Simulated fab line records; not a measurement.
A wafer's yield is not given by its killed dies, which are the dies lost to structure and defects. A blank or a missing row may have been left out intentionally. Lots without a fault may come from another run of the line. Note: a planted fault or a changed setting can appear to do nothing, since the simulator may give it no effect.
Chamber matching + flow n5Finfet + N5_HKMG_FIN_ETCH_55 on rieDiel-02: 4 sister chambers
The step etches SOC in N2/H2, target depth 240 nm, time 300 s. 4 wafers are shown with their chamber, then 9 later ones without.

== EACH WAFER AND ITS CHAMBER ==
| wafer  | chamber | throttleValvePct (%) |
|--------|---------|----------------------|
| L077.3 | 3       | 17.83                |
| L084.6 | 2       | 17.35                |
| L088.5 | 1       | 17.96                |
| L088.6 | 0       | 17.61                |

== WAFERS WITH NO CHAMBER GIVEN ==
| wafer  | throttleValvePct (%) |
|--------|----------------------|
| L089.1 | 17.61                |
| L089.2 | 17.96                |
| L089.6 | 17.62                |
| L093.2 | 17.63                |
| L093.5 | 17.98                |
| L093.6 | 17.62                |
| L097.2 | 17.38                |
| L097.4 | 17.53                |
| L097.5 | 17.53                |

== WHICH CHAMBER EACH WENT THROUGH ==
| wafer  | from the rows above | in truth                   |
|--------|---------------------|----------------------------|
| L089.1 | 0                   | 0                          |
| L089.2 | 1                   | 1                          |
| L089.6 | 0                   | 0                          |
| L093.2 | 0                   | 0                          |
| L093.5 | 1                   | 1                          |
| L093.6 | 0                   | 0                          |
| L097.2 | 2                   | 2                          |
| L097.4 | 0                   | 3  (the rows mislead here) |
| L097.5 | 0                   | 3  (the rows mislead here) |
Placed correctly: 7 of 9. Left unplaced by these rows: 0. 2 placed wrongly.
How it was worked out, from the rows above alone: a wafer's distance from a chamber is the root of the sum, over the readings, of the square of ((its reading less the chamber's mean) divided by the reading's scatter). If the next closest chamber is less than 2 further off than the closest, the wafer can't be placed; otherwise it belongs to the closest. For every chamber, the mean is computed from those of its wafers that are shown. The scatter: root of mean squared gap, hidden wafer to nearest shown wafer, with one shown wafer a chamber.
